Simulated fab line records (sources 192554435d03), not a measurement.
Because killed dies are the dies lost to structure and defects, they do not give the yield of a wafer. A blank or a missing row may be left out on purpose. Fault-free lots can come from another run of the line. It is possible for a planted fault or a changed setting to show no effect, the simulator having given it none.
fab line records || flow n5_finfet
record {"lots": 7, "wafers": 21}
route steps=1938 shown BEOL_M15@1820
start_h: the number of hours between the record's first day and the start of the first shown wafer of the lot || wait_h: time in hours since the lot's previous step || " repeats the value in the row above || L1.1+2: one row covering several wafers at once || - no value present, or no start provided || * or withheld: withheld || < > ~ a bound
route shown NAME@n: names a module that has steps shown in the file, with the first one's number in the route || usual: mean and standard deviation over wafers with no fault || same: alike in all rows || chamber/n: place in a boat || sites: per-site readings || _std_site: how widely they spread, as a standard deviation || _edge_site: the outer-site mean with the inner-site mean subtracted || radius_mm: for every site, how far away it sits from the centre of the wafer || mask NAME#n: copy n || behind: tool/chamber where the wafer was last shaped || hold: why the lot was held/for how many hours/how that ended || device: whichever transistor did not switch (one of n, p or np) || end of line: the route-end tests of the same wafers || step lacking rows: just its recipe || killed: not the wafer's yield, but the dies lost to structure and defects at the first sort || map: a wafer's dies, marking killed ones x, the rest . and places with no die _
set.NAME: the run value of the setting; set.NAME@STEP: its run value at that earlier step || model.NAME: the simulator's own value behind a step, which no gauge read
lots run with intentionally changed settings; tables by step, rows by wafer
## steps
# step N5_BEOL_M15_SPUTTER_44
# recipe {"material": "Ta", "target_thk_a": 150, "temp_c": 50, "bias_v": 80, "power_w": 15000, "chamber_pressure_pa": 0.07, "time_s": 24.19}
{"lot.wafer": "L081.2", "tool": "pvd_sputter-02", "chamber": "-", "start_h": 290.69, "wait_h": 0.0, "set.power_w": 13090, "model.Ta_of_BEOL_M15_SPUTTER_44.thk_nm": 13}
{"lot.wafer": "L081.4", "tool": "pvd_sputter-02", "chamber": "-", "start_h": 290.69, "wait_h": 0.0, "set.power_w": 15000, "model.Ta_of_BEOL_M15_SPUTTER_44.thk_nm": 14.8}
{"lot.wafer": "L081.6", "tool": "pvd_sputter-02", "chamber": "-", "start_h": 290.69, "wait_h": 0.0, "set.power_w": 15000, "model.Ta_of_BEOL_M15_SPUTTER_44.thk_nm": 15.2}
{"lot.wafer": "L082.4", "tool": "pvd_sputter-03", "chamber": "-", "start_h": 299.68, "wait_h": 0.0, "set.power_w": 15000, "model.Ta_of_BEOL_M15_SPUTTER_44.thk_nm": 14.8}
{"lot.wafer": "L082.5", "tool": "pvd_sputter-03", "chamber": "-", "start_h": 299.68, "wait_h": 0.0, "set.power_w": 13480, "model.Ta_of_BEOL_M15_SPUTTER_44.thk_nm": 13.4}
{"lot.wafer": "L082.6", "tool": "pvd_sputter-03", "chamber": "-", "start_h": 299.68, "wait_h": 0.0, "set.power_w": 13480, "model.Ta_of_BEOL_M15_SPUTTER_44.thk_nm": 13}
{"lot.wafer": "L085.2", "tool": "pvd_sputter-02", "chamber": "-", "start_h": 311.43, "wait_h": 0.0, "set.power_w": 12630, "model.Ta_of_BEOL_M15_SPUTTER_44.thk_nm": 12.4}
{"lot.wafer": "L085.3", "tool": "pvd_sputter-02", "chamber": "-", "start_h": 311.43, "wait_h": 0.0, "set.power_w": 15000, "model.Ta_of_BEOL_M15_SPUTTER_44.thk_nm": 14.8}
{"lot.wafer": "L085.4", "tool": "pvd_sputter-02", "chamber": "-", "start_h": 311.43, "wait_h": 0.0, "set.power_w": 15000, "model.Ta_of_BEOL_M15_SPUTTER_44.thk_nm": 15}
{"lot.wafer": "L086.1+3", "tool": "pvd_sputter-03", "chamber": "-", "start_h": 330.25, "wait_h": 0.0, "set.power_w": 15000, "model.Ta_of_BEOL_M15_SPUTTER_44.thk_nm": 14.6}
{"lot.wafer": "L086.5", "tool": "pvd_sputter-03", "chamber": "-", "start_h": 330.25, "wait_h": 0.0, "set.power_w": 15000, "model.Ta_of_BEOL_M15_SPUTTER_44.thk_nm": 15}
{"lot.wafer": "L089.4+5", "tool": "pvd_sputter-03", "chamber": "-", "start_h": 342.03, "wait_h": 0.0, "set.power_w": 15000, "model.Ta_of_BEOL_M15_SPUTTER_44.thk_nm": 14.8}
{"lot.wafer": "L089.6", "tool": "pvd_sputter-03", "chamber": "-", "start_h": 342.03, "wait_h": 0.0, "set.power_w": 12990, "model.Ta_of_BEOL_M15_SPUTTER_44.thk_nm": 12.6}
{"lot.wafer": "L090.2", "tool": "pvd_sputter-03", "chamber": "-", "start_h": 348.08, "wait_h": 0.0, "set.power_w": 15000, "model.Ta_of_BEOL_M15_SPUTTER_44.thk_nm": 14.8}
{"lot.wafer": "L090.3", "tool": "pvd_sputter-03", "chamber": "-", "start_h": 348.08, "wait_h": 0.0, "set.power_w": 15000, "model.Ta_of_BEOL_M15_SPUTTER_44.thk_nm": 15.2}
{"lot.wafer": "L090.4", "tool": "pvd_sputter-03", "chamber": "-", "start_h": 348.08, "wait_h": 0.0, "set.power_w": 15000, "model.Ta_of_BEOL_M15_SPUTTER_44.thk_nm": 15}
{"lot.wafer": "L097.4", "tool": "pvd_sputter-02", "chamber": "-", "start_h": 391.04, "wait_h": 0.0, "set.power_w": 15000, "model.Ta_of_BEOL_M15_SPUTTER_44.thk_nm": 15.6}
{"lot.wafer": "L097.5", "tool": "pvd_sputter-02", "chamber": "-", "start_h": 391.04, "wait_h": 0.0, "set.power_w": 15000, "model.Ta_of_BEOL_M15_SPUTTER_44.thk_nm": 15.8}
{"lot.wafer": "L097.6", "tool": "pvd_sputter-02", "chamber": "-", "start_h": 391.04, "wait_h": 0.0, "set.power_w": 15000, "model.Ta_of_BEOL_M15_SPUTTER_44.thk_nm": 14.8}
# step N5_BEOL_M15_SPUTTER_45
# recipe {"material": "Cu", "target_thk_a": 1000, "temp_c": -20, "bias_v": 60, "power_w": 26000, "chamber_pressure_pa": 0.13, "time_s": 16.67}
# step N5_BEOL_M15_ECD_47
# recipe {"material": "Cu", "target_thk_a": 18600}
# step N5_BEOL_M15_ANNEAL_48
# recipe {"temp_c": 225, "time_s": 90, "ambient": "N2"}
# step N5_BEOL_M15_CMP_49
# recipe {"stop_on": "SiO2", "t_overpolish_s": 4.9, "down_force_psi": 2, "platen_rpm": 80, "clearing_platen_down_force_psi": 2, "clearing_platen_rpm": 80, "post_cmp_clean": "cu_alkaline", "target_thk_nm": 850, "clearing_platen_pad_velocity_m_s": 1.5917, "pad_velocity_m_s": 1.5917}
{"lot.wafer": "L081.4", "tool": "cmp-03", "chamber": 3, "start_h": 291.43, "wait_h": 0.1, "set.time_s@BEOL_M15_TRENCH_ETCH_34": 199, "model.Cu_of_BEOL_M15_ECD_47.thk_nm": 824.8}
{"lot.wafer": "L081.2", "tool": "cmp-03", "chamber": 0, "start_h": 291.43, "wait_h": 0.1, "set.time_s@BEOL_M15_TRENCH_ETCH_34": 199, "model.Cu_of_BEOL_M15_ECD_47.thk_nm": 872.8}
{"lot.wafer": "L081.6", "tool": "cmp-03", "chamber": 0, "start_h": 291.43, "wait_h": 0.1, "set.time_s@BEOL_M15_TRENCH_ETCH_34": 199, "model.Cu_of_BEOL_M15_ECD_47.thk_nm": 866.4}
{"lot.wafer": "L082.4", "tool": "cmp-02", "chamber": 2, "start_h": 300.43, "wait_h": 0.1, "set.time_s@BEOL_M15_TRENCH_ETCH_34": 199, "model.Cu_of_BEOL_M15_ECD_47.thk_nm": 825.6}
{"lot.wafer": "L082.6", "tool": "cmp-02", "chamber": 2, "start_h": 300.43, "wait_h": 0.1, "set.time_s@BEOL_M15_TRENCH_ETCH_34": 223.2, "model.Cu_of_BEOL_M15_ECD_47.thk_nm": 963}
{"lot.wafer": "L082.5", "tool": "cmp-02", "chamber": 3, "start_h": 300.43, "wait_h": 0.1, "set.time_s@BEOL_M15_TRENCH_ETCH_34": 223.2, "model.Cu_of_BEOL_M15_ECD_47.thk_nm": 942.2}
{"lot.wafer": "L085.4", "tool": "cmp-02", "chamber": 1, "start_h": 312.21, "wait_h": 0.2, "set.time_s@BEOL_M15_TRENCH_ETCH_34": 199, "model.Cu_of_BEOL_M15_ECD_47.thk_nm": 871.8}
{"lot.wafer": "L085.2", "tool": "cmp-02", "chamber": 2, "start_h": 312.21, "wait_h": 0.2, "set.time_s@BEOL_M15_TRENCH_ETCH_34": 199, "model.Cu_of_BEOL_M15_ECD_47.thk_nm": 840.6}
{"lot.wafer": "L085.3", "tool": "cmp-02", "chamber": 3, "start_h": 312.21, "wait_h": 0.2, "set.time_s@BEOL_M15_TRENCH_ETCH_34": 199, "model.Cu_of_BEOL_M15_ECD_47.thk_nm": 869.2}
{"lot.wafer": "L086.3", "tool": "cmp-03", "chamber": 0, "start_h": 330.98, "wait_h": 0.2, "set.time_s@BEOL_M15_TRENCH_ETCH_34": 199, "model.Cu_of_BEOL_M15_ECD_47.thk_nm": 839}
{"lot.wafer": "L086.1", "tool": "cmp-03", "chamber": 1, "start_h": 330.98, "wait_h": 0.2, "set.time_s@BEOL_M15_TRENCH_ETCH_34": 199, "model.Cu_of_BEOL_M15_ECD_47.thk_nm": 811.2}
{"lot.wafer": "L086.5", "tool": "cmp-03", "chamber": 0, "start_h": 330.98, "wait_h": 0.2, "set.time_s@BEOL_M15_TRENCH_ETCH_34": 199, "model.Cu_of_BEOL_M15_ECD_47.thk_nm": 840.4}
{"lot.wafer": "L089.4", "tool": "cmp-02", "chamber": 3, "start_h": 343.38, "wait_h": 0.2, "set.time_s@BEOL_M15_TRENCH_ETCH_34": 161, "model.Cu_of_BEOL_M15_ECD_47.thk_nm": 665.2}
{"lot.wafer": "L089.6", "tool": "cmp-02", "chamber": 2, "start_h": 343.38, "wait_h": 0.2, "set.time_s@BEOL_M15_TRENCH_ETCH_34": 199, "model.Cu_of_BEOL_M15_ECD_47.thk_nm": 854.6}
{"lot.wafer": "L089.5", "tool": "cmp-02", "chamber": 3, "start_h": 343.38, "wait_h": 0.2, "set.time_s@BEOL_M15_TRENCH_ETCH_34": 199, "model.Cu_of_BEOL_M15_ECD_47.thk_nm": 857.4}
{"lot.wafer": "L090.2", "tool": "cmp-03", "chamber": 1, "start_h": 348.83, "wait_h": 0.2, "set.time_s@BEOL_M15_TRENCH_ETCH_34": 199, "model.Cu_of_BEOL_M15_ECD_47.thk_nm": 832}
{"lot.wafer": "L090.3", "tool": "cmp-03", "chamber": 3, "start_h": 348.83, "wait_h": 0.2, "set.time_s@BEOL_M15_TRENCH_ETCH_34": 221.6, "model.Cu_of_BEOL_M15_ECD_47.thk_nm": 926.4}
{"lot.wafer": "L090.4", "tool": "cmp-03", "chamber": 0, "start_h": 348.83, "wait_h": 0.2, "set.time_s@BEOL_M15_TRENCH_ETCH_34": 221.6, "model.Cu_of_BEOL_M15_ECD_47.thk_nm": 949.6}
{"lot.wafer": "L097.4", "tool": "cmp-02", "chamber": 0, "start_h": 391.85, "wait_h": 0.2, "set.time_s@BEOL_M15_TRENCH_ETCH_34": 155.2, "model.Cu_of_BEOL_M15_ECD_47.thk_nm": 651.2}
{"lot.wafer": "L097.5", "tool": "cmp-02", "chamber": 2, "start_h": 391.85, "wait_h": 0.2, "set.time_s@BEOL_M15_TRENCH_ETCH_34": 155.2, "model.Cu_of_BEOL_M15_ECD_47.thk_nm": 619}
{"lot.wafer": "L097.6", "tool": "cmp-02", "chamber": 3, "start_h": 391.85, "wait_h": 0.2, "set.time_s@BEOL_M15_TRENCH_ETCH_34": 199, "model.Cu_of_BEOL_M15_ECD_47.thk_nm": 880.4}
# step N5_BEOL_M15_THK_MEAS_50
# recipe {"thk_meas_gauge": "xrf", "reads": "Cu_of_BEOL_M15_ECD_47"}
# usual {"M15_THK": "857/19"}
{"lot.wafer": "L081.2", "tool": "film_metro-02", "chamber": "-", "start_h": 291.72, "wait_h": "-", "set.time_s@BEOL_M15_TRENCH_ETCH_34": 199, "M15_THK[nm]": 877}
{"lot.wafer": "L081.4", "tool": "film_metro-02", "chamber": "-", "start_h": 291.72, "wait_h": "-", "set.time_s@BEOL_M15_TRENCH_ETCH_34": 199, "M15_THK[nm]": 830}
{"lot.wafer": "L081.6", "tool": "film_metro-02", "chamber": "-", "start_h": 291.72, "wait_h": "-", "set.time_s@BEOL_M15_TRENCH_ETCH_34": 199, "M15_THK[nm]": 873}
{"lot.wafer": "L082.4", "tool": "film_metro-01", "chamber": "-", "start_h": 300.73, "wait_h": "-", "set.time_s@BEOL_M15_TRENCH_ETCH_34": 199, "M15_THK[nm]": 840}
{"lot.wafer": "L082.5", "tool": "film_metro-01", "chamber": "-", "start_h": 300.73, "wait_h": "-", "set.time_s@BEOL_M15_TRENCH_ETCH_34": 223.2, "M15_THK[nm]": 962}
{"lot.wafer": "L082.6", "tool": "film_metro-01", "chamber": "-", "start_h": 300.73, "wait_h": "-", "set.time_s@BEOL_M15_TRENCH_ETCH_34": 223.2, "M15_THK[nm]": 985}
{"lot.wafer": "L085.2", "tool": "film_metro-02", "chamber": "-", "start_h": 312.46, "wait_h": "-", "set.time_s@BEOL_M15_TRENCH_ETCH_34": 199, "M15_THK[nm]": 843}
{"lot.wafer": "L085.3", "tool": "film_metro-02", "chamber": "-", "start_h": 312.46, "wait_h": "-", "set.time_s@BEOL_M15_TRENCH_ETCH_34": 199, "M15_THK[nm]": 876}
{"lot.wafer": "L085.4", "tool": "film_metro-02", "chamber": "-", "start_h": 312.46, "wait_h": "-", "set.time_s@BEOL_M15_TRENCH_ETCH_34": 199, "M15_THK[nm]": 872}
{"lot.wafer": "L086.1", "tool": "film_metro-02", "chamber": "-", "start_h": 331.28, "wait_h": "-", "set.time_s@BEOL_M15_TRENCH_ETCH_34": 199, "M15_THK[nm]": 814}
{"lot.wafer": "L086.3", "tool": "film_metro-02", "chamber": "-", "start_h": 331.28, "wait_h": "-", "set.time_s@BEOL_M15_TRENCH_ETCH_34": 199, "M15_THK[nm]": 843}
{"lot.wafer": "L086.5", "tool": "film_metro-02", "chamber": "-", "start_h": 331.28, "wait_h": "-", "set.time_s@BEOL_M15_TRENCH_ETCH_34": 199, "M15_THK[nm]": 843}
{"lot.wafer": "L089.4", "tool": "film_metro-01", "chamber": "-", "start_h": 343.64, "wait_h": "-", "set.time_s@BEOL_M15_TRENCH_ETCH_34": 161, "M15_THK[nm]": 687}
{"lot.wafer": "L089.5", "tool": "film_metro-01", "chamber": "-", "start_h": 343.64, "wait_h": "-", "set.time_s@BEOL_M15_TRENCH_ETCH_34": 199, "M15_THK[nm]": 885}
{"lot.wafer": "L089.6", "tool": "film_metro-01", "chamber": "-", "start_h": 343.64, "wait_h": "-", "set.time_s@BEOL_M15_TRENCH_ETCH_34": 199, "M15_THK[nm]": 883}
{"lot.wafer": "L090.2", "tool": "film_metro-02", "chamber": "-", "start_h": 349.13, "wait_h": "-", "set.time_s@BEOL_M15_TRENCH_ETCH_34": 199, "M15_THK[nm]": 830}
{"lot.wafer": "L090.3", "tool": "film_metro-02", "chamber": "-", "start_h": 349.13, "wait_h": "-", "set.time_s@BEOL_M15_TRENCH_ETCH_34": 221.6, "M15_THK[nm]": 929}
{"lot.wafer": "L090.4", "tool": "film_metro-02", "chamber": "-", "start_h": 349.13, "wait_h": "-", "set.time_s@BEOL_M15_TRENCH_ETCH_34": 221.6, "M15_THK[nm]": 950}
{"lot.wafer": "L097.4", "tool": "film_metro-01", "chamber": "-", "start_h": 392.07, "wait_h": "-", "set.time_s@BEOL_M15_TRENCH_ETCH_34": 155.2, "M15_THK[nm]": 663}
{"lot.wafer": "L097.5", "tool": "film_metro-01", "chamber": "-", "start_h": 392.07, "wait_h": "-", "set.time_s@BEOL_M15_TRENCH_ETCH_34": 155.2, "M15_THK[nm]": 630}
{"lot.wafer": "L097.6", "tool": "film_metro-01", "chamber": "-", "start_h": 392.07, "wait_h": "-", "set.time_s@BEOL_M15_TRENCH_ETCH_34": 199, "M15_THK[nm]": 898}
# step N5_BEOL_M15_PRE_CLEAN_52
# recipe {"gas": "NH3", "time_s": 15, "temp_c": "withheld", "rf_power_w": 300}
# step N5_BEOL_M15_DEP_53
# recipe {"material": "SiCN", "target_thk_a": 500, "temp_c": "withheld", "precursor": "3MS/NH3", "pressure_torr": 3, "rf_w": 675, "time_s": 17.8}
# step N5_BEOL_M15_RS_MEAS_54
# recipe {"thk_meas_gauge": "four-point-probe", "reads": "Cu_of_BEOL_M15_ECD_47+Ta_of_BEOL_M15_SPUTTER_44+TaN_of_BEOL_M15_SPUTTER_43"}
# usual {"M15_RS": "0.0217/0.00048"}
{"lot.wafer": "L081.2", "tool": "film_metro-02", "chamber": "-", "start_h": 291.88, "wait_h": 0.1, "set.time_s@BEOL_M15_TRENCH_ETCH_34": 199, "M15_RS[ohm/sq]": 0.0210}
{"lot.wafer": "L081.4", "tool": "film_metro-02", "chamber": "-", "start_h": 291.88, "wait_h": 0.1, "set.time_s@BEOL_M15_TRENCH_ETCH_34": 199, "M15_RS[ohm/sq]": 0.0221}
{"lot.wafer": "L081.6", "tool": "film_metro-02", "chamber": "-", "start_h": 291.88, "wait_h": 0.1, "set.time_s@BEOL_M15_TRENCH_ETCH_34": 199, "M15_RS[ohm/sq]": 0.0211}
{"lot.wafer": "L082.4", "tool": "film_metro-01", "chamber": "-", "start_h": 300.86, "wait_h": 0.0, "set.time_s@BEOL_M15_TRENCH_ETCH_34": 199, "M15_RS[ohm/sq]": 0.0222}
{"lot.wafer": "L082.5", "tool": "film_metro-01", "chamber": "-", "start_h": 300.86, "wait_h": 0.0, "set.time_s@BEOL_M15_TRENCH_ETCH_34": 223.2, "M15_RS[ohm/sq]": 0.0194}
{"lot.wafer": "L082.6", "tool": "film_metro-01", "chamber": "-", "start_h": 300.86, "wait_h": 0.0, "set.time_s@BEOL_M15_TRENCH_ETCH_34": 223.2, "M15_RS[ohm/sq]": 0.0190}
{"lot.wafer": "L085.2", "tool": "film_metro-02", "chamber": "-", "start_h": 312.62, "wait_h": 0.1, "set.time_s@BEOL_M15_TRENCH_ETCH_34": 199, "M15_RS[ohm/sq]": 0.0218}
{"lot.wafer": "L085.3", "tool": "film_metro-02", "chamber": "-", "start_h": 312.62, "wait_h": 0.1, "set.time_s@BEOL_M15_TRENCH_ETCH_34": 199, "M15_RS[ohm/sq]": 0.0211}
{"lot.wafer": "L085.4", "tool": "film_metro-02", "chamber": "-", "start_h": 312.62, "wait_h": 0.1, "set.time_s@BEOL_M15_TRENCH_ETCH_34": 199, "M15_RS[ohm/sq]": 0.0210}
{"lot.wafer": "L086.1", "tool": "film_metro-01", "chamber": "-", "start_h": 331.41, "wait_h": 0.0, "set.time_s@BEOL_M15_TRENCH_ETCH_34": 199, "M15_RS[ohm/sq]": 0.0226}
{"lot.wafer": "L086.3", "tool": "film_metro-01", "chamber": "-", "start_h": 331.41, "wait_h": 0.0, "set.time_s@BEOL_M15_TRENCH_ETCH_34": 199, "M15_RS[ohm/sq]": 0.0219}
{"lot.wafer": "L086.5", "tool": "film_metro-01", "chamber": "-", "start_h": 331.41, "wait_h": 0.0, "set.time_s@BEOL_M15_TRENCH_ETCH_34": 199, "M15_RS[ohm/sq]": 0.0219}
{"lot.wafer": "L089.4", "tool": "film_metro-01", "chamber": "-", "start_h": 343.77, "wait_h": 0.0, "set.time_s@BEOL_M15_TRENCH_ETCH_34": 161, "M15_RS[ohm/sq]": 0.0277}
{"lot.wafer": "L089.5", "tool": "film_metro-01", "chamber": "-", "start_h": 343.77, "wait_h": 0.0, "set.time_s@BEOL_M15_TRENCH_ETCH_34": 199, "M15_RS[ohm/sq]": 0.0214}
{"lot.wafer": "L089.6", "tool": "film_metro-01", "chamber": "-", "start_h": 343.77, "wait_h": 0.0, "set.time_s@BEOL_M15_TRENCH_ETCH_34": 199, "M15_RS[ohm/sq]": 0.0214}
{"lot.wafer": "L090.2", "tool": "film_metro-02", "chamber": "-", "start_h": 349.26, "wait_h": 0.1, "set.time_s@BEOL_M15_TRENCH_ETCH_34": 199, "M15_RS[ohm/sq]": 0.0220}
{"lot.wafer": "L090.3", "tool": "film_metro-02", "chamber": "-", "start_h": 349.26, "wait_h": 0.1, "set.time_s@BEOL_M15_TRENCH_ETCH_34": 221.6, "M15_RS[ohm/sq]": 0.0197}
{"lot.wafer": "L090.4", "tool": "film_metro-02", "chamber": "-", "start_h": 349.26, "wait_h": 0.1, "set.time_s@BEOL_M15_TRENCH_ETCH_34": 221.6, "M15_RS[ohm/sq]": 0.0193}
{"lot.wafer": "L097.4", "tool": "film_metro-01", "chamber": "-", "start_h": 392.20, "wait_h": 0.0, "set.time_s@BEOL_M15_TRENCH_ETCH_34": 155.2, "M15_RS[ohm/sq]": 0.0282}
{"lot.wafer": "L097.5", "tool": "film_metro-01", "chamber": "-", "start_h": 392.20, "wait_h": 0.0, "set.time_s@BEOL_M15_TRENCH_ETCH_34": 155.2, "M15_RS[ohm/sq]": 0.0297}
{"lot.wafer": "L097.6", "tool": "film_metro-01", "chamber": "-", "start_h": 392.20, "wait_h": 0.0, "set.time_s@BEOL_M15_TRENCH_ETCH_34": 199, "M15_RS[ohm/sq]": 0.0208}
## key
split {"step": "N5_BEOL_M15_SPUTTER_44", "setting": "power_w", "stated": 15000, "by": "wafer"}
response {"step": "N5_BEOL_M15_SPUTTER_44", "reading": "model.Ta_of_BEOL_M15_SPUTTER_44.thk_nm", "change": "+0.159", "per": "1%", "r": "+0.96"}
split outside_this_file step=N5_BEOL_M15_TRENCH_ETCH_34 setting=time_s
# split outside_this_file: this setting was split too, and the file shows its column; the key of that split is in another file
